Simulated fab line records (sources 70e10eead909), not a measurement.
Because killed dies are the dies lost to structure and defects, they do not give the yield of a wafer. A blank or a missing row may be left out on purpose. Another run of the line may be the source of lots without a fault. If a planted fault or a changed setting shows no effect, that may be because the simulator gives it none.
fab line records | flow nand_harc | part 1 of 2: steps 1 to 23 of 34
[record] lots = 5 wafers = 15 last_day = 33
route steps=1302 shown A_BLC@1107 A_M0@1137
lots that met no fault: taken from a fault-free run of the same line
start_h: hours from the record's first day to the start of the lot's first wafer shown | wait_h: hours from the lot's prior step to this one | " same as the row above | L1.1+2: one row covering several wafers at once | - no value, or no start was given | * or withheld: withheld | < > ~ a bound
route shown NAME@n: NAME is a module with steps in the file, n the number in the route of the first one | usual: average and standard deviation across the fault-free wafers | same: alike in all rows | chamber/n: place in a boat | sites: each site's reading | _std_site: standard deviation of those values | _edge_site: outer sites' mean less inner sites' | radius_mm: how far each site lies from the wafer's centre | mask NAME#n: copy n | behind: the last tool/chamber to shape the wafer | hold: reason for holding the lot/hours on hold/outcome of the hold | device: whichever transistor did not switch (one of n, p or np) | end of line: tests of these same wafers at the route's end | step lacking rows: just its recipe | killed: count of dies lost to structure and defects at first sort (not the wafer's yield) | map: the dies of a wafer, with x for killed, . for not killed, _ for no die there
set.NAME: the setting the step ran with; set.NAME@STEP: the setting that earlier step ran with | model.NAME: the simulator's own value behind a step, which no gauge read
lots at some steps of the route; a table a step, a row a wafer
services: a tool's chamber out of use, with start hour (start_h, from the record's first day; less than 0 if before it), hours out, and reason
[[steps]]
[step NHARC_A_BLC_DEHYDRATE_00]
[recipe] temp_c = 150 time_s = 120
[usual] plate_temp_C = 149.99/0.13
// columns lot.wafer tool chamber start_h wait_h plate_temp_C
L076.2 litho_track-01 0 533.71 0.1 150.09
L076.5 " 0 " " 149.88
L076.6 " 0 " " 150.07
L077.1 litho_track-06 0 540.04 0.1 150.11
L077.2 " 0 " " 149.94
L077.4 " 0 " " 149.95
L074.2 litho_track-01 0 545.42 0.1 150.01
L074.3 " 0 " " 149.90
L074.4 " 0 " " 149.92
L094.3 litho_track-01 0 719.20 0.1 150.14
L094.5 " 0 " " 149.94
L094.6 " 0 " " 149.97
L096.2 litho_track-01 0 730.42 0.1 150.09
L096.4 " 0 " " 150.10
L096.6 " 0 " " 150.09
[step NHARC_A_BLC_HMDS_01]
[recipe] time_s = 30
// columns lot.wafer tool chamber start_h wait_h
L076.2+5+6 litho_track-01 0 - -
L077.1+2+4 litho_track-06 0 - -
L074.2+3+4 litho_track-01 0 - -
L094.3+5+6 litho_track-01 0 - -
L096.2+4+6 litho_track-01 0 - -
[step NHARC_A_BLC_COAT_02]
[recipe] temp_c = 260 time_s = 75
[usual] plate_temp_C = 260.00/0.17
// columns lot.wafer tool chamber start_h wait_h plate_temp_C
L076.2 litho_track-01 0 - - 260.05
L076.5 " 0 " " 260.11
L076.6 " 0 " " 260.10
L077.1 litho_track-06 0 - - 260.04
L077.2 " 0 " " 260.13
L077.4 " 0 " " 260.26
L074.2 litho_track-01 0 - - 260.21
L074.3 " 0 " " 260.00
L074.4 " 0 " " 259.85
L094.3 litho_track-01 0 - - 259.67
L094.5 " 0 " " 260.01
L094.6 " 0 " " 259.62
L096.2 litho_track-01 0 - - 260.12
L096.4 " 0 " " 259.80
L096.6 " 0 " " 260.10
[step NHARC_A_BLC_COAT_03]
[recipe] temp_c = 225 time_s = 65
[usual] plate_temp_C = 225.03/0.16
// columns lot.wafer tool chamber start_h wait_h plate_temp_C
L076.2 litho_track-01 0 - - 224.81
L076.5 " 0 " " 224.93
L076.6 " 0 " " 225.17
L077.1 litho_track-06 0 - - 225.15
L077.2 " 0 " " 224.94
L077.4 " 0 " " 225.14
L074.2 litho_track-01 0 - - 224.74
L074.3 " 0 " " 224.78
L074.4 " 0 " " 224.70
L094.3 litho_track-01 0 - - 224.87
L094.5 " 0 " " 225.01
L094.6 " 0 " " 225.14
L096.2 litho_track-01 0 - - 225.11
L096.4 " 0 " " 225.14
L096.6 " 0 " " 225.25
[step NHARC_A_BLC_COAT_04]
[recipe] spin_rpm = 1500 resist_thk_nm = 90
// columns lot.wafer tool chamber start_h wait_h
L076.2+5+6 litho_track-01 0 - -
L077.1+2+4 litho_track-06 0 - -
L074.2+3+4 litho_track-01 0 - -
L094.3+5+6 litho_track-01 0 - -
L096.2+4+6 litho_track-01 0 - -
[step NHARC_A_BLC_SOFTBAKE_05]
[recipe] temp_c = 105 time_s = 55
[usual] plate_temp_C = 104.96/0.14
// columns lot.wafer tool chamber start_h wait_h plate_temp_C
L076.2 litho_track-01 0 - - 104.73
L076.5 " 0 " " 104.94
L076.6 " 0 " " 105.08
L077.1 litho_track-06 0 - - 105.11
L077.2 " 0 " " 105.08
L077.4 " 0 " " 104.87
L074.2 litho_track-01 0 - - 105.03
L074.3 " 0 " " 104.89
L074.4 " 0 " " 104.82
L094.3 litho_track-01 0 - - 105.21
L094.5 " 0 " " 104.96
L094.6 " 0 " " 104.85
L096.2 litho_track-01 0 - - 105.10
L096.4 " 0 " " 104.86
L096.6 " 0 " " 104.88
[step NHARC_A_BLC_EBR_06]
// columns lot.wafer tool chamber start_h wait_h
L076.2+5+6 litho_track-01 0 - -
L077.1+2+4 litho_track-06 0 - -
L074.2+3+4 litho_track-01 0 - -
L094.3+5+6 litho_track-01 0 - -
L096.2+4+6 litho_track-01 0 - -
[step NHARC_A_BLC_EXPOSE_07]
[recipe] na = 1.35 target_cd_nm = 100 dose_mj = 67.97 mask_id = A_BLC
// columns lot.wafer tool chamber start_h wait_h mask
L076.2+5+6 arfi_scanner-03 0 534.03 - A_BLC#0
L077.1+2+4 arfi_scanner-02 0 540.22 - A_BLC#0
L074.2+3+4 arfi_scanner-03 0 545.73 - A_BLC#0
L094.3+5+6 arfi_scanner-02 0 719.40 - A_BLC#0
L096.2+4+6 arfi_scanner-03 0 730.73 - A_BLC#0
[step NHARC_A_BLC_PEB_08]
[recipe] peb_temp_c = 100 peb_time_s = 65
[usual] plate_temp_C = 99.99/0.13
// columns lot.wafer tool chamber start_h wait_h plate_temp_C
L076.2 litho_track-04 0 534.08 0.1 100.07
L076.5 " 0 " " 99.98
L076.6 " 0 " " 100.14
L077.1 litho_track-04 0 540.28 0.1 100.09
L077.2 " 0 " " 100.12
L077.4 " 0 " " 100.06
L074.2 litho_track-06 0 545.79 0.1 100.26
L074.3 " 0 " " 99.94
L074.4 " 0 " " 100.11
L094.3 litho_track-04 0 719.45 0.0 100.14
L094.5 " 0 " " 99.95
L094.6 " 0 " " 100.02
L096.2 litho_track-06 0 730.79 0.1 100.21
L096.4 " 0 " " 100.04
L096.6 " 0 " " 100.24
[step NHARC_A_BLC_DEVELOP_09]
[recipe] develop_time_s = 35 dev_temp_c = 23
// columns lot.wafer tool chamber start_h wait_h
L076.2+5+6 litho_track-04 0 - -
L077.1+2+4 litho_track-04 0 - -
L074.2+3+4 litho_track-06 0 - -
L094.3+5+6 litho_track-04 0 - -
L096.2+4+6 litho_track-06 0 - -
[step NHARC_A_BLC_CD_MEAS_10]
[recipe] target_cd_nm = 100 landing_energy_ev = 500
[usual] cd_nm = 99.9/0.75
[same] landing_energy_ev = 500
// columns lot.wafer tool chamber start_h wait_h cd_nm
L076.2 cd_sem-02 0 534.16 - 99.9
L076.5 " 0 " " 99.7
L076.6 " 0 " " 100.6
L077.1 cd_sem-03 0 540.36 - 98.8
L077.2 " 0 " " 99.9
L077.4 " 0 " " 99.1
L074.2 cd_sem-02 0 545.87 - 99.5
L074.3 " 0 " " 100.1
L074.4 " 0 " " 99.1
L094.3 cd_sem-03 0 719.54 - 101.4
L094.5 " 0 " " 99.5
L094.6 " 0 " " 100.1
L096.2 cd_sem-02 0 730.87 - 100.0
L096.4 " 0 " " 100.2
L096.6 " 0 " " 100.1
[step NHARC_A_BLC_OVL_MEAS_11]
[usual] overlay_x_nm = 0.1/0.9 overlay_y_nm = 0.0/0.82
// columns lot.wafer tool chamber start_h wait_h overlay_x_nm overlay_y_nm
L076.2 overlay-02 - 534.25 - 0.7 0.2
L076.5 " - " " 0.1 0.2
L076.6 " - " " 1.1 -0.9
L077.1 overlay-01 - 540.45 - -1.3 -0.9
L077.2 " - " " -0.6 -0.9
L077.4 " - " " -0.7 -1.0
L074.2 overlay-02 - 545.96 - -1.6 -0.8
L074.3 " - " " -0.9 -0.7
L074.4 " - " " -1.4 -0.8
L094.3 overlay-02 - 719.62 - -0.3 0.7
L094.5 " - " " -0.1 0.4
L094.6 " - " " -0.3 0.2
L096.2 overlay-02 - 730.96 - -0.6 0.6
L096.4 " - " " -1.2 0.6
L096.6 " - " " -0.6 0.1
[step NHARC_A_BLC_INSPECT_12]
[usual] raw_defect_count = 84/36
// columns lot.wafer tool chamber start_h wait_h raw_defect_count
L076.2 defect_inspect-01 - 534.29 0.0 19
L076.5 " - " " 12
L076.6 " - " " 22
L077.1 defect_inspect-01 - 540.49 0.0 106
L077.2 " - " " 130
L077.4 " - " " 109
L074.2 defect_inspect-01 - 545.99 0.0 97
L074.3 " - " " 109
L074.4 " - " " 106
L094.3 defect_inspect-02 - 719.66 0.0 106
L094.5 " - " " 106
L094.6 " - " " 121
L096.2 defect_inspect-01 - 730.99 0.0 85
L096.4 " - " " 101
L096.6 " - " " 95
[step NHARC_A_BLC_DESCUM_15]
[recipe] time_s = 3 o2_flow_sccm = 200 ar_flow_sccm = 0 bias_power_w = 0 chemistry = O2
[usual] chamber_pressure_mTorr = 59.99/0.049 drypump_motor_current_A = 5.7/0.34 oes_product_au = 0.998/0.011 rf_vpp_V = 57.6/0.96 showerhead_plenum_p_Torr = 1.87/0.086 throttle_valve_pct = 11.312/0.0099
// columns lot.wafer tool chamber start_h wait_h chamber_pressure_mTorr drypump_motor_current_A oes_product_au rf_hours_counter_h rf_vpp_V showerhead_plenum_p_Torr throttle_valve_pct
L076.2 rie_diel-09 2 534.36 0.1 60.00 5.7 1.008 2 59.5 2.02 11.319
L076.5 " 1 " " 59.96 5.2 0.998 - 57.3 1.80 11.307
L076.6 " 2 " " 59.97 5.7 1.005 - 58.5 2.02 11.296
L077.2 rie_diel-09 0 540.55 0.1 59.96 6.3 0.985 3 58.8 1.92 11.324
L077.4 " 1 " " 59.95 5.2 0.984 3 57.2 1.80 11.306
L077.1 " 2 " " 60.14 5.7 0.998 3 59.3 2.02 11.302
L074.2 rie_diel-09 2 546.05 0.1 60.03 5.7 1.008 3 59.9 2.02 11.325
L074.3 " 0 " " 59.98 6.3 0.996 4 57.7 1.92 11.320
L074.4 " 1 " " 59.99 5.2 0.992 3 57.7 1.80 11.339
L094.3 rie_diel-03 0 719.73 0.1 59.90 5.2 0.994 5 57.7 1.88 11.308
L094.5 " 2 " " 60.10 5.8 1.008 - 58.6 1.97 11.310
L094.6 " 3 " " 59.99 5.7 1.015 - 57.0 1.86 11.323
L096.2 rie_diel-09 0 731.06 0.1 59.98 6.3 0.989 5 58.8 1.92 11.335
L096.4 " 1 " " 59.96 5.2 0.992 5 56.7 1.80 11.320
L096.6 " 3 " " 59.99 5.5 0.985 - 56.6 1.76 11.320
[step NHARC_A_BLC_ETCH_16]
[recipe] target_depth_a = 390 over_etch_frac = 0.3 time_s = 65 ion_energy_ev = 80 cf4_flow_sccm = 150 ar_flow_sccm = 0 rf_w = 300 bias_w = 100 chemistry = CF4
[usual] chamber_pressure_mTorr = 50.00/0.045 drypump_motor_current_A = 5.7/0.36 oes_product_au = 1.001/0.0096 rf_vpp_V = 150.8/1.2 showerhead_plenum_p_Torr = 1.73/0.073 throttle_valve_pct = 13.284/0.0084
// columns lot.wafer tool chamber start_h wait_h chamber_pressure_mTorr drypump_motor_current_A oes_product_au rf_hours_counter_h rf_vpp_V showerhead_plenum_p_Torr throttle_valve_pct
L076.2 rie_diel-09 0 534.45 0.1 49.95 6.3 0.995 2 150.9 1.78 13.287
L076.5 " 1 " " 49.96 5.2 1.006 - 150.5 1.67 13.287
L076.6 " 2 " " 50.02 5.7 1.006 - 151.7 1.86 13.272
L077.4 rie_diel-09 3 540.63 0.1 50.01 5.5 1.012 3 149.9 1.64 13.280
L077.2 " 0 " " 49.99 6.3 0.997 3 150.8 1.78 13.278
L077.1 " 1 " " 49.90 5.2 0.995 3 150.1 1.67 13.283
L074.4 rie_diel-09 3 546.14 0.1 50.02 5.5 1.011 3 149.4 1.64 13.265
L074.2 " 1 " " 50.04 5.2 0.994 3 150.3 1.67 13.281
L074.3 " 2 " " 50.03 5.7 1.004 3 153.9 1.86 13.281
L094.3 rie_diel-03 0 719.80 0.1 50.07 5.2 0.999 5 151.1 1.74 13.275
L094.5 " 0 " " 50.00 5.2 0.992 - 151.8 1.74 13.284
L094.6 " 1 " " 50.04 5.8 0.996 - 150.0 1.66 13.275
L096.4 rie_diel-09 0 731.15 0.1 49.97 6.3 0.990 5 151.1 1.77 13.283
L096.2 " 1 " " 49.92 5.2 0.998 5 149.2 1.67 13.277
L096.6 " 3 " " 50.07 5.5 0.990 - 149.6 1.64 13.295
[step NHARC_A_BLC_ETCH_17]
[recipe] target_depth_a = 3900 over_etch_frac = 0.25 time_s = 609.38 ion_energy_ev = 200 n2_flow_sccm = 150 h2_flow_sccm = 150 ar_flow_sccm = 0 rf_w = 400 bias_w = 150 chemistry = N2/H2
[usual] chamber_pressure_mTorr = 29.999/0.025 drypump_motor_current_A = 5.7/0.34 oes_product_au = 1.001/0.0092 rf_vpp_V = 429.3/2.8 showerhead_plenum_p_Torr = 2.00/0.095 throttle_valve_pct = 14.172/0.0085
// columns lot.wafer tool chamber start_h wait_h chamber_pressure_mTorr drypump_motor_current_A oes_product_au rf_hours_counter_h rf_vpp_V showerhead_plenum_p_Torr throttle_valve_pct
L076.2 rie_diel-09 3 - - 30.000 5.5 1.007 2 425.7 1.88 14.179
L076.5 " 1 " " 29.983 5.3 0.997 - 426.6 1.92 14.176
L076.6 " 2 " " 30.010 5.7 1.015 - 432.8 2.15 14.166
L077.2 rie_diel-09 2 - - 29.981 5.7 1.002 3 435.3 2.15 14.155
L077.4 " 3 " " 30.006 5.5 1.013 3 425.8 1.88 14.186
L077.1 " 1 " " 29.987 5.2 0.997 3 425.1 1.92 14.165
L074.4 rie_diel-09 0 - - 29.989 6.3 0.996 4 430.4 2.05 14.168
L074.2 " 1 " " 30.019 5.2 0.996 3 426.5 1.92 14.190
L074.3 " 2 " " 30.000 5.7 1.001 3 433.3 2.15 14.184
L094.3 rie_diel-03 1 - - 29.994 5.9 1.016 6 425.8 1.90 14.172
L094.6 " 1 " " 30.002 5.8 1.005 - 425.7 1.90 14.175
L094.5 " 2 " " 30.000 5.8 1.018 - 432.1 2.10 14.163
L096.4 rie_diel-09 0 - - 29.962 6.3 1.000 5 430.7 2.04 14.185
L096.2 " 3 " " 29.976 5.5 0.986 5 425.6 1.87 14.169
L096.6 " 1 " " 30.002 5.2 0.997 - 426.6 1.91 14.169
[step NHARC_A_BLC_ETCH_18]
[recipe] target_depth_a = 9100 c4f8_flow_sccm = 20 o2_flow_sccm = 10 ar_flow_sccm = withheld rf_w = 600 bias_w = 1500 chemistry = C4F8/O2/Ar
[usual] chamber_pressure_mTorr = 25.000/0.023 oes_product_au = 0.947/0.021 rf_vpp_V = 976/6
// columns lot.wafer tool chamber start_h wait_h chamber_pressure_mTorr oes_product_au rf_hours_counter_h rf_vpp_V
L076.2 rie_diel-09 3 - - 24.985 0.990 2 969
L076.5 " 1 " " 25.003 0.943 - 970
L076.6 " 2 " " 25.023 0.950 - 984
L077.1 rie_diel-09 1 - - 25.004 0.950 3 969
L077.2 " 2 " " 24.998 0.975 3 985
L077.4 " 3 " " 24.980 0.980 3 967
L074.3 rie_diel-09 3 - - 24.999 0.974 4 968
L074.2 " 0 " " 24.991 0.969 4 979
L074.4 " 2 " " 24.969 0.963 3 985
L094.3 rie_diel-03 1 - - 24.991 0.921 6 969
L094.6 " 1 " " 25.001 0.925 - 969
L094.5 " 2 " " 24.979 0.935 - 981
L096.4 rie_diel-09 3 - - 25.041 0.949 5 967
L096.2 " 0 " " 24.998 0.956 6 978
L096.6 " 3 " " 25.018 0.949 - 968
[step NHARC_A_BLC_CD_MEAS_19]
[usual] cd_nm = 99.9/1.9
// columns lot.wafer tool chamber start_h wait_h cd_nm
L076.2 cd_sem-01 - 535.32 - 102.1
L076.5 " - " " 100.5
L076.6 " - " " 97.3
L077.1 cd_sem-01 - 541.52 - 98.7
L077.2 " - " " 96.6
L077.4 " - " " 100.6
L074.2 cd_sem-01 - 547.02 - 100.0
L074.3 " - " " 100.1
L074.4 " - " " 98.7
L094.3 cd_sem-02 - 720.69 - 102.1
L094.5 " - " " 97.2
L094.6 " - " " 99.9
L096.2 cd_sem-01 - 732.03 - 102.1
L096.4 " - " " 101.4
L096.6 " - " " 101.3
[step NHARC_A_BLC_STRIP_29]
[recipe] cf4_flow_sccm = 150 ar_flow_sccm = 0 bias_w = 0 chemistry = CF4
[usual] chamber_pressure_mTorr = 50.00/0.043 drypump_motor_current_A = 5.6/0.35 oes_product_au = 0.999/0.0096 rf_vpp_V = 59.2/0.87 showerhead_plenum_p_Torr = 1.75/0.07 throttle_valve_pct = 13.284/0.0092
// columns lot.wafer tool chamber start_h wait_h chamber_pressure_mTorr drypump_motor_current_A oes_product_au rf_hours_counter_h rf_vpp_V showerhead_plenum_p_Torr throttle_valve_pct
L076.2 rie_diel-09 2 535.40 0.1 49.96 5.7 0.997 2 59.3 1.86 13.278
L076.5 " 1 " " 50.01 5.2 0.989 - 59.8 1.67 13.298
L076.6 " 2 " " 49.99 5.7 0.999 - 60.2 1.86 13.295
L077.2 rie_diel-03 1 541.60 0.1 50.10 5.8 0.994 4 59.0 1.66 13.293
L077.4 " 2 " " 50.02 5.8 1.011 5 59.1 1.82 13.286
L077.1 " 3 " " 49.99 5.7 1.002 5 57.9 1.73 13.289
L074.2 rie_diel-03 0 547.09 0.1 50.02 5.2 0.991 6 58.9 1.75 13.290
L074.4 " 1 " " 49.97 5.9 0.995 4 58.2 1.66 13.298
L074.3 " 2 " " 49.96 5.8 1.008 5 59.1 1.82 13.284
L094.3 rie_diel-09 1 720.76 0.1 49.94 5.2 0.997 4 58.7 1.67 13.276
L094.5 " 1 " " 50.02 5.2 1.004 - 58.7 1.67 13.278
L094.6 " 2 " " 50.06 5.7 0.997 - 61.0 1.85 13.299
L096.2 rie_diel-07 2 732.11 0.1 49.96 5.2 0.999 24 61.1 1.80 13.279
L096.4 " 0 " " 49.92 6.2 0.985 24 59.5 1.84 13.283
L096.6 " 1 " " 49.99 5.0 0.978 - 59.1 1.78 13.280
[step NHARC_A_BLC_STRIP_21]
[recipe] o2_flow_sccm = 500 ar_flow_sccm = 0 bias_w = 0 chemistry = O2
[usual] chamber_pressure_mTorr = 60.00/0.055 drypump_motor_current_A = 5.6/0.35 oes_product_au = 1.001/0.0094 rf_vpp_V = 57.6/0.83 showerhead_plenum_p_Torr = 3.48/0.14 throttle_valve_pct = 17.036/0.0091
// columns lot.wafer tool chamber start_h wait_h chamber_pressure_mTorr drypump_motor_current_A oes_product_au rf_hours_counter_h rf_vpp_V showerhead_plenum_p_Torr throttle_valve_pct
L076.2 rie_diel-09 3 535.64 0.2 59.93 5.5 1.012 2 57.8 3.28 17.047
L076.6 " 3 " " 60.05 5.5 1.006 - 59.4 3.28 17.026
L076.5 " 0 " " 59.98 6.3 0.992 - 58.0 3.55 17.048
L077.2 rie_diel-03 3 541.70 0.1 59.93 5.7 1.004 5 57.0 3.45 17.045
L077.1 " 1 " " 59.97 5.8 0.997 4 57.8 3.31 17.037
L077.4 " 2 " " 60.03 5.8 1.018 5 57.0 3.62 17.037
L074.3 rie_diel-03 3 547.20 0.1 60.03 5.7 1.011 5 58.1 3.45 17.047
L074.4 " 0 " " 59.92 5.2 0.989 6 56.7 3.49 17.031
L074.2 " 1 " " 60.09 5.9 1.002 4 56.4 3.31 17.040
L094.3 rie_diel-09 1 720.86 0.1 60.06 5.2 0.996 4 57.7 3.33 17.036
L094.6 " 1 " " 59.97 5.2 0.992 - 56.8 3.33 17.033
L094.5 " 2 " " 59.94 5.7 0.996 - 58.1 3.70 17.044
L096.2 rie_diel-07 1 732.21 0.1 59.97 5.0 0.998 23 58.1 3.56 17.041
L096.4 " 2 " " 60.03 5.2 0.997 24 59.5 3.60 17.029
L096.6 " 1 " " 59.95 5.0 0.992 - 58.6 3.56 17.033
[step NHARC_A_BLC_STRIP_22]
[recipe] time_s = 600 temp_c = 30 chemistry = post_etch_residue_remover
[usual] temp_c = 30.00/0.11
// columns lot.wafer tool chamber start_h wait_h temp_c
L076.6 wet_bench-01 3 535.79 - 30.04
L076.2 " 4 " " 30.07
L076.5 " 5 " " 30.00
L077.4 wet_bench-09 2 541.87 - 29.99
L077.2 " 5 " " 30.01
L077.1 " 6 " " 30.11
L074.4 wet_bench-09 3 547.34 - 30.11
L074.2 " 5 " " 30.17
L074.3 " 6 " " 29.97
L094.5 wet_bench-05 4 721.01 - 30.18
L094.3 " 5 " " 29.89
L094.6 " 6 " " 30.19
L096.6 wet_bench-09 1 732.35 - 29.91
L096.2 " 2 " " 30.08
L096.4 " 5 " " 29.96
[step NHARC_A_BLC_DEGAS_30]
[recipe] temp_c = 300 time_s = 60
[usual] heater_power_w = 465/38
// columns lot.wafer tool chamber start_h wait_h heater_power_w
L076.2 pvd_sputter-02 - 536.06 - 439
L076.6 " - " " 462
L076.5 " - " " 445
L077.4 pvd_sputter-02 - 542.14 - 466
L077.2 " - " " 446
L077.1 " - " " 465
L074.3 pvd_sputter-01 - 547.62 - 414
L074.4 " - " " 533
L074.2 " - " " 505
L094.3 pvd_sputter-02 - 721.29 - 429
L094.5 " - " " 416
L094.6 " - " " 453
L096.4 pvd_sputter-01 - 732.62 - 406
L096.2 " - " " 547
L096.6 " - " " 534
[step NHARC_A_BLC_PRE_CLEAN_31]
[recipe] time_s = 15 bias_v = 250 gas = Ar
// columns lot.wafer tool chamber start_h wait_h
L076.2+6+5 pvd_sputter-02 - - -
L077.4+1+2 pvd_sputter-02 - - -
L074.4+2+3 pvd_sputter-01 - - -
L094.3+5+6 pvd_sputter-02 - - -
L096.2+4+6 pvd_sputter-01 - - -
